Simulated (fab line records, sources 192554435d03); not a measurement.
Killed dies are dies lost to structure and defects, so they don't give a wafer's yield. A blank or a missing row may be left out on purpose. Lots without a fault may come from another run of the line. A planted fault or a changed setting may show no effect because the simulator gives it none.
Chamber matching | flow n5_finfet | N5_BEOL_M8_PECVD_70 on pecvd-01: 3 sister chambers
The step deposits SiO2 from TEOS/O2, target thk 20 nm, time 22.7 s. 6 wafers are shown with their chamber, then 10 later ones without.

WAFERS WITH THEIR CHAMBER
wafer  | chamber | throttle_valve_pct (%) | heater_power_w (W)
L082.3 | 2       | 21.9                   | 852
L085.4 | 0       | 20.5                   | 666
L085.6 | 2       | 22.1                   | 870
L088.6 | 0       | 20.7                   | 739
L089.3 | 1       | 22.4                   | 646
L089.4 | 1       | 22.5                   | 641

WAFERS WITHOUT THEIR CHAMBER
wafer  | throttle_valve_pct (%) | heater_power_w (W)
L089.6 | 21.7                   | 904
L090.2 | 22.2                   | 896
L090.4 | 20.5                   | 753
L090.6 | 22.1                   | 899
L092.2 | 22.2                   | 593
L092.4 | 20.5                   | 616
L092.6 | 22.4                   | 594
L096.1 | 20.6                   | 648
L096.2 | 22.5                   | 688
L096.3 | 22.2                   | 683

WHICH CHAMBER EACH WENT THROUGH
wafer  | from the rows above | in truth
L089.6 | 2                   | 2
L090.2 | 2                   | 2
L090.4 | 0                   | 0
L090.6 | 2                   | 2
L092.2 | 1                   | 1
L092.4 | 0                   | 0
L092.6 | 1                   | 1
L096.1 | 0                   | 0
L096.2 | 1                   | 1
L096.3 | 1                   | 1
Placed correctly: 10 of 10. Can't be placed from these rows: 0. Placed wrongly: 0.
How it was worked out, from the rows above alone: a wafer's distance from a chamber is the root of the sum, over the readings, of the square of ((its reading less the chamber's mean) divided by the reading's scatter). The wafer belongs to the nearest chamber; if the next one is less than 2 further off, it can't be placed. A chamber's mean is the mean of its shown wafers. The scatter: the root of (the sum of the squares of (reading less its chamber's mean) over the shown wafers, divided by (wafers less chambers)).
